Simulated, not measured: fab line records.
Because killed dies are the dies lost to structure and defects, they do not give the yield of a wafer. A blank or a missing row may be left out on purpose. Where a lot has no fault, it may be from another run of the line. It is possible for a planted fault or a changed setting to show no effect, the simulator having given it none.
fab line records + flow n5_finfet
[record]
- lots = 5
- wafers = 12
- last_day = 16
route steps=1938 shown MOL_CONTACT_COAG@605 BEOL_M4@1111 PASSIVATION@1936
lots that met no fault: taken from a fault-free run of the same line
start_h: start of the lot's first displayed wafer, in hours after the record's first day + wait_h: how many hours have passed since the lot's step before this one + " the same as in the row above + L1.1+2: one row covering several wafers at once + - value missing, or start not given + * or withheld: withheld + < > ~ a bound
route shown NAME@n: names a module that has steps shown in the file, with the first one's number in the route + usual: the fault-free wafers' mean and standard deviation + same: alike in all rows + chamber/n: place in a boat + sites: per-site readings + _std_site: the standard deviation of these + _edge_site: outer sites' mean less inner sites' + radius_mm: how far each site lies from the wafer's centre + mask NAME#n: copy n + behind: the last tool/chamber to shape the wafer + hold: the reason the lot was held/the length of the hold in hours/how it ended + device: transistor that didn't switch, given as n, p or np + end of line: tests run on the same wafers once the route is complete + a step with no rows: only its recipe + killed: count of dies lost to structure and defects at first sort (not the wafer's yield) + map: per-die view of a wafer (x killed, . not killed, _ where there is no die)
set.NAME: setting as actually run; set.NAME@STEP: the setting as run at that earlier step + model.NAME: the simulator's own value behind a step, which no gauge read
lots at selected steps of the route; one table per step, one row per wafer
[[steps]]
[step N5_MOL_CONTACT_COAG_DESCUM_45]
[recipe]
- chemistry = O2
- time_s = 7
- source_power_w = 50
- bias_power_w = 20
- pressure_mtorr = 20
- rf_frequency_hz = 2.712e+07
- temp_c = 40
- resist = CAR-EUV
- o2_flow_sccm = 225
[step N5_MOL_CONTACT_COAG_ETCH_65]
[recipe]
- chemistry = N2/H2
- target = underlayer
- target_depth_a = 130
- mask_material = CAR-EUV
- time_s = 10.4
- ion_energy_ev = 200
- pressure_mtorr = 30
- source_w = 840
- bias_w = 150
- n2_flow_sccm = 200
- h2_flow_sccm = 200
- ends = cleared
[step N5_MOL_CONTACT_COAG_ETCH_66]
[recipe]
- chemistry = CF4
- target = SiARC
- target_depth_a = 130
- mask_material = CAR-EUV
- time_s = 21.7
- ion_energy_ev = 80
- pressure_mtorr = 40
- source_w = 545
- bias_w = 36
- Ar_flow_sccm = 100
- cf4_flow_sccm = 100
- ends = cleared
[step N5_MOL_CONTACT_COAG_ALD_133]
[recipe]
- material = SiO2
- target_thk_a = 50
- temp_c = 100
- ald_precursor_family = BDEAS
- ald_co_reactant = O2-plasma
- pulse_time_s = 1
- co_reactant_pulse_time_s = 1
- purge_time_s = 2
- co_reactant_purge_time_s = 2
- ald_cycles = 35
- pressure_torr = 2
[step N5_MOL_CONTACT_COAG_ETCHBACK_134]
[recipe]
- chemistry = CHF3
- target = SiO2
- target_depth_a = 100
- time_s = 6.7
- ion_energy_ev = 200
- pressure_mtorr = 30
- source_w = 610
- bias_w = 170
- Ar_flow_sccm = 200
- CHF3_flow_sccm = 50
[step N5_MOL_CONTACT_COAG_ETCH_67]
[recipe]
- chemistry = N2/H2
- target = SOC
- target_depth_a = 600
- overetch_a = 210
- mask_material = SiARC
- temp_c = 40
- time_s = 101.2
- ion_energy_ev = 200
- pressure_mtorr = 30
- source_w = 840
- bias_w = 150
- n2_flow_sccm = 200
- h2_flow_sccm = 200
[step N5_MOL_CONTACT_COAG_STRIP_68]
[recipe]
- chemistry = N2/H2
- temp_c = 40
- n2_flow_sccm = 200
- h2_flow_sccm = 200
- rf_frequency_hz = 6e+07
[step N5_MOL_CONTACT_COAG_STRIP_69]
[recipe]
- chemistry = N2/H2
- temp_c = 40
- n2_flow_sccm = 200
- h2_flow_sccm = 200
- rf_frequency_hz = 6e+07
[step N5_MOL_CONTACT_COAG_ETCHBACK_136]
[recipe]
- chemistry = CHF3
- target = SiO2
- target_depth_a = 250
- time_s = 16.7
- ion_energy_ev = 200
- pressure_mtorr = 30
- source_w = 610
- bias_w = 170
- Ar_flow_sccm = 200
- CHF3_flow_sccm = 50
[step N5_MOL_CONTACT_COAG_STRIP_120]
[recipe]
- chemistry = CHF3
- resist = SiARC
- rf_frequency_hz = 6e+07
[step N5_MOL_CONTACT_COAG_VIA_ETCH_117]
[recipe]
- chemistry = C4F6/O2
- target_depth_a = 400
- overetch_a = 80
- mask_material = SOC
- target = SiO2
- bias_w = 455
- pressure_mtorr = 10
- time_s = 26
- source_w = 325
- Ar_flow_sccm = 300
- C4F6_flow_sccm = 10
- O2_flow_sccm = 10
- ion_energy_ev = 575.3
- ends = end_point
[step N5_MOL_CONTACT_COAG_ETCH_124]
[recipe]
- chemistry = CH3F/O2
- target = SiNx
- target_depth_a = 65
- mask_material = SOC
- stop_on = SiOC
- over_etch_frac = 0.3
- ion_energy_ev = 120
- pressure_mtorr = 30
- source_w = 395
- bias_w = 73
- Ar_flow_sccm = 150
- CH3F_flow_sccm = 30
- O2_flow_sccm = 20
- ends = end_point
[usual]
- CH3F_flow_sccm = 29.99/0.081
- drypump_motor_current_A = 5.7/0.53
- oes_ar_750_au = 0.78/0.062
- oes_product_au = 0.66/0.051
- rf_fwd_power_W = 391.1/1.4
- rf_vpp_V = 296/5.3
- showerhead_plenum_p_Torr = 2.00/0.053
- throttle_valve_pct = 16.40/0.27
| lot.wafer | tool        | chamber | start_h | wait_h | CH3F_flow_sccm | drypump_motor_current_A | oes_ar_750_au | oes_product_au | rf_fwd_power_W | rf_hours_counter_h | rf_vpp_V | showerhead_plenum_p_Torr | throttle_valve_pct | model.SOC_of_MOL_CONTACT_COAG_COAT_62.thk_nm |
|-----------|-------------|---------|---------|--------|----------------|-------------------------|---------------|----------------|----------------|--------------------|----------|--------------------------|--------------------|----------------------------------------------|
| L743.1    | rie_diel-01 | 0       | 107.46  | 0.0    | 30.17          | 5.3                     | 0.91          | 0.77           | 392.8          | 22                 | 290      | 2.05                     | 16.27              | 48.8                                         |
| L743.3    | "           | 1       | "       | "      | 30.06          | 5.4                     | 0.84          | 0.73           | 391.0          | 46                 | 297      | 2.06                     | 16.21              | 48.2                                         |
| L743.6    | "           | 0       | "       | "      | 30.01          | 5.3                     | 0.91          | 0.77           | 393.9          | -                  | 290      | 2.05                     | 16.27              | 48.2                                         |
| L753.2    | rie_diel-01 | 3       | 165.45  | 0.0    | 29.77          | 6.2                     | 0.82          | 0.70           | 390.1          | 57                 | 292      | 2.03                     | 15.87              | 48.6                                         |
| L753.6    | "           | 0       | "       | "      | 29.97          | 5.3                     | 0.87          | 0.74           | 390.3          | -                  | 289      | 2.04                     | 16.32              | 49                                           |
| L754.2    | rie_diel-01 | 0       | 172.33  | 0.0    | 30.00          | 5.3                     | 0.87          | 0.74           | 391.0          | 45                 | 289      | 2.04                     | 16.32              | 48.6                                         |
| L754.6    | "           | 1       | "       | "      | 29.81          | 5.4                     | 0.82          | 0.71           | 391.1          | -                  | 296      | 2.05                     | 16.27              | 48.6                                         |
| L755.1    | rie_diel-01 | 1       | 180.03  | 0.0    | 29.92          | 5.4                     | 0.81          | 0.69           | 391.4          | 72                 | 297      | 2.05                     | 16.26              | 48.6                                         |
| L755.6    | "           | 1       | "       | "      | 29.86          | 5.4                     | 0.81          | 0.70           | 391.8          | -                  | 296      | 2.05                     | 16.27              | 49                                           |
| L760.4    | rie_diel-02 | 0       | 207.38  | 0.0    | 29.82          | 5.6                     | 0.69          | 0.60           | 391.5          | 249                | 293      | 2.05                     | 16.68              | 48.8                                         |
| L760.5    | "           | 1       | "       | "      | 30.11          | 6.6                     | 0.72          | 0.62           | 389.2          | -                  | 300      | 1.99                     | 16.61              | 48.4                                         |
| L760.6    | "           | 2       | "       | "      | 30.04          | 5.8                     | 0.75          | 0.63           | 390.8          | -                  | 300      | 2.07                     | 16.36              | 48.4                                         |
[step N5_MOL_CONTACT_COAG_ETCH_48]
[recipe]
- chemistry = C4F6/O2
- target_depth_a = 150
- overetch_a = 45
- mask_material = SOC
- target = SiOC
- bias_w = 465
- pressure_mtorr = 10
- time_s = 17
- source_w = 335
- Ar_flow_sccm = 300
- C4F6_flow_sccm = 10
- O2_flow_sccm = 10
- ion_energy_ev = 576
[usual]
- drypump_motor_current_A = 5.7/0.54
- oes_ar_750_au = 0.78/0.061
- oes_product_au = 0.65/0.062
- rf_fwd_power_W = 332.4/1.1
- rf_vpp_V = 1582/26
- showerhead_plenum_p_Torr = 2.84/0.073
- throttle_valve_pct = 40.59/0.28
| lot.wafer | tool        | chamber | start_h | wait_h | drypump_motor_current_A | oes_ar_750_au | oes_product_au | rf_fwd_power_W | rf_hours_counter_h | rf_vpp_V | showerhead_plenum_p_Torr | throttle_valve_pct | model.SOC_of_MOL_CONTACT_COAG_COAT_62.thk_nm |
|-----------|-------------|---------|---------|--------|-------------------------|---------------|----------------|----------------|--------------------|----------|--------------------------|--------------------|----------------------------------------------|
| L743.1    | rie_diel-01 | 0       | 107.50  | 0.0    | 5.3                     | 0.91          | 0.84           | 332.9          | 22                 | 1547     | 2.91                     | 40.50              | 46                                           |
| L743.3    | "           | 1       | "       | "      | 5.4                     | 0.84          | 0.73           | 333.5          | 46                 | 1588     | 2.92                     | 40.37              | 45.4                                         |
| L743.6    | "           | 0       | "       | "      | 5.3                     | 0.91          | 0.82           | 332.9          | -                  | 1548     | 2.91                     | 40.47              | 45.6                                         |
| L753.2    | rie_diel-01 | 3       | 165.49  | 0.0    | 6.3                     | 0.80          | 0.71           | 330.7          | 57                 | 1566     | 2.88                     | 40.52              | 46                                           |
| L753.6    | "           | 0       | "       | "      | 5.3                     | 0.87          | 0.71           | 332.8          | -                  | 1546     | 2.90                     | 40.47              | 46.4                                         |
| L754.2    | rie_diel-01 | 0       | 172.37  | 0.0    | 5.3                     | 0.87          | 0.75           | 333.4          | 45                 | 1545     | 2.90                     | 40.47              | 45.8                                         |
| L754.6    | "           | 1       | "       | "      | 5.4                     | 0.81          | 0.67           | 333.4          | -                  | 1587     | 2.91                     | 40.37              | 46                                           |
| L755.1    | rie_diel-01 | 1       | 180.07  | 0.0    | 5.5                     | 0.81          | 0.70           | 333.6          | 72                 | 1586     | 2.91                     | 40.40              | 46                                           |
| L755.6    | "           | 1       | "       | "      | 5.5                     | 0.81          | 0.71           | 334.5          | -                  | 1586     | 2.91                     | 40.40              | 46.2                                         |
| L760.4    | rie_diel-02 | 0       | 207.42  | 0.0    | 5.6                     | 0.70          | 0.58           | 332.4          | 249                | 1567     | 2.90                     | 40.71              | 46.2                                         |
| L760.5    | "           | 1       | "       | "      | 6.6                     | 0.72          | 0.56           | 331.9          | -                  | 1604     | 2.83                     | 40.96              | 45.8                                         |
| L760.6    | "           | 2       | "       | "      | 5.9                     | 0.74          | 0.59           | 330.9          | -                  | 1606     | 2.94                     | 40.64              | 45.8                                         |
[step N5_MOL_CONTACT_COAG_STRIP_72]
[recipe]
- chemistry = N2/H2
- power_w = 450
- temp_c = 40
- pressure_mtorr = 20
- rf_frequency_hz = 6e+07
- overash_fraction = 3
- bias_power_w = 7
- h2_frac = 0.5
- n2_flow_sccm = 200
- h2_flow_sccm = 200
[step N5_BEOL_M4_RC_MEAS_101]
[usual]
- DIBL_N = 36.4/1.7
- DIBL_P = 36.4/2.1
- IOFF_N = 0.16/0.035
- IOFF_P = 0.21/0.035
- ION_N = 680/11
- ION_P = 465/6.8
- SS_N = 71.5/0.58
- SS_P = 73.2/0.72
- VT_N = 249/3.6
- VT_P = -250/3.1
| lot.wafer | tool      | chamber | start_h | wait_h | DIBL_N[mV/V] | DIBL_P[mV/V] | IOFF_N[nA/um] | IOFF_P[nA/um] | ION_N[uA/um] | ION_P[uA/um] | SS_N[mV/dec] | SS_P[mV/dec] | VT_N[mV] | VT_P[mV] |
|-----------|-----------|---------|---------|--------|--------------|--------------|---------------|---------------|--------------|--------------|--------------|--------------|----------|----------|
| L743.1    | prober-02 | 0       | 176.76  | 0.0    | 37.5         | 37.9         | 0.19          | 0.24          | 683          | 471          | 72.2         | 73.5         | 247      | -249     |
| L743.3    | "         | 0       | "       | "      | 36.1         | 36.7         | 0.17          | 0.22          | 689          | 471          | 70.7         | 73.2         | 247      | -247     |
| L743.6    | "         | 0       | "       | "      | 33.6         | 33.1         | 0.12          | 0.17          | 659          | 451          | 70.7         | 72.1         | 254      | -251     |
| L753.2    | prober-02 | 0       | 233.23  | 0.2    | 38.1         | 39.4         | 0.18          | 0.22          | 674          | 461          | 71.9         | 73.7         | 248      | -250     |
| L753.6    | "         | 0       | "       | "      | 38.2         | 39.3         | 0.19          | 0.22          | 677          | 458          | 71.7         | 74.7         | 247      | -249     |
| L754.2    | prober-01 | 0       | 247.04  | 0.2    | 36.8         | 35.1         | 0.15          | 0.19          | 670          | 458          | 72.0         | 73.1         | 249      | -253     |
| L754.6    | "         | 0       | "       | "      | 36.4         | 35.7         | 0.15          | 0.20          | 682          | 464          | 71.4         | 72.7         | 249      | -248     |
| L755.1    | prober-02 | 0       | 252.01  | 0.0    | 36.0         | 35.4         | 0.16          | 0.23          | 673          | 471          | 71.6         | 73.0         | 247      | -245     |
| L755.6    | "         | 0       | "       | "      | 37.2         | 36.3         | 0.18          | 0.25          | 691          | 471          | 71.8         | 73.1         | 245      | -247     |
| L760.4    | prober-02 | 0       | 279.37  | 0.5    | 36.5         | 36.7         | 0.16          | 0.20          | 685          | 468          | 72.0         | 73.7         | 247      | -250     |
| L760.5    | "         | 0       | "       | "      | 34.5         | 34.0         | 0.12          | 0.15          | 672          | 455          | 71.4         | 73.0         | 254      | -255     |
| L760.6    | "         | 0       | "       | "      | 37.0         | 37.9         | 0.17          | 0.21          | 676          | 461          | 71.5         | 73.7         | 249      | -252     |
[step N5_PASSIVATION_PROBE_49]
[usual]
- defect_limited_yield = 91.3/1.4
- killed_at_M0_to_M3 = 36/11
- killed_at_M4_up = 13/5.2
- killed_at_contacts = 13/6.5
- killed_at_front_end = 37/11
- killed_at_other = 3.6/2.9
- killed_dies = 103/17
- killed_open = 68/12
- killed_short = 33/7.3
- sort_bin_5_function = 5.2/0.91
- sort_bin_6_memory = 3.2/0.67
- sort_n_pass = 1077/17
- sort_yield_pct = 91.3/1.4
[same]
- gross_dies = 1180
- killed_at_back_side = 0
- sort_bin_4_leakage[%] = 0
- sort_bin_8_speed[%] = 0
| lot.wafer | tool      | chamber | start_h | wait_h | defect_limited_yield[%] | killed_at_M0_to_M3 | killed_at_M4_up | killed_at_contacts | killed_at_front_end | killed_at_other | killed_dies | killed_open | killed_short | sort_bin_5_function[%] | sort_bin_6_memory[%] | sort_n_pass | sort_yield_pct[%] |
|-----------|-----------|---------|---------|--------|-------------------------|--------------------|-----------------|--------------------|---------------------|-----------------|-------------|-------------|--------------|------------------------|----------------------|-------------|-------------------|
| L753.6    | prober-01 | -       | 337.71  | 0.3    | 90.4                    | 36                 | 16              | 12                 | 47                  | 2               | 113         | 75          | 37           | 5.3                    | 3.7                  | 1067        | 90.4              |
// killed by level:class
L753.6 FIN_SAQP:geometric_particle:open=15 BEOL_M4:geometric_particle:open=11 BEOL_M0_SAQP:geometric_particle:open=10 STI_FIN_REVEAL:geometric_particle:open=10 MOL_CONTACT_COAG:geometric_particle:open=8 BEOL_M0_SAQP:geometric_particle:short=7 FIN_SAQP:geometric_particle:short=6 BEOL_M1:geometric_particle:open=6
[[key]]
first_sign none at tools or gauges
[model_effect]
- step = N5_MOL_CONTACT_COAG_ETCH_124
- value = SOC_of_MOL_CONTACT_COAG_COAT_62.thk_nm
- without = 48.25
- struck = 48.8
[model_effect]
- step = N5_MOL_CONTACT_COAG_ETCH_48
- value = SOC_of_MOL_CONTACT_COAG_COAT_62.thk_nm
- without = 45.6
- struck = 46.15
met_at N5_MOL_CONTACT_COAG_ETCH_124
struck_wafers L753.6,L754.6,L755.1,L755.6
onset_between 107.46 165.45
[fault]
- kind = process_parameter_drift
- tool = rie_diel-01
- chamber = -
- onset_h = 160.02
- steps = N5_MOL_CONTACT_COAG_ETCH_124
- channel = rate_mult
- offset = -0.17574
- shape = step
- end_h = 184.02
- scope = struck_wafers_only
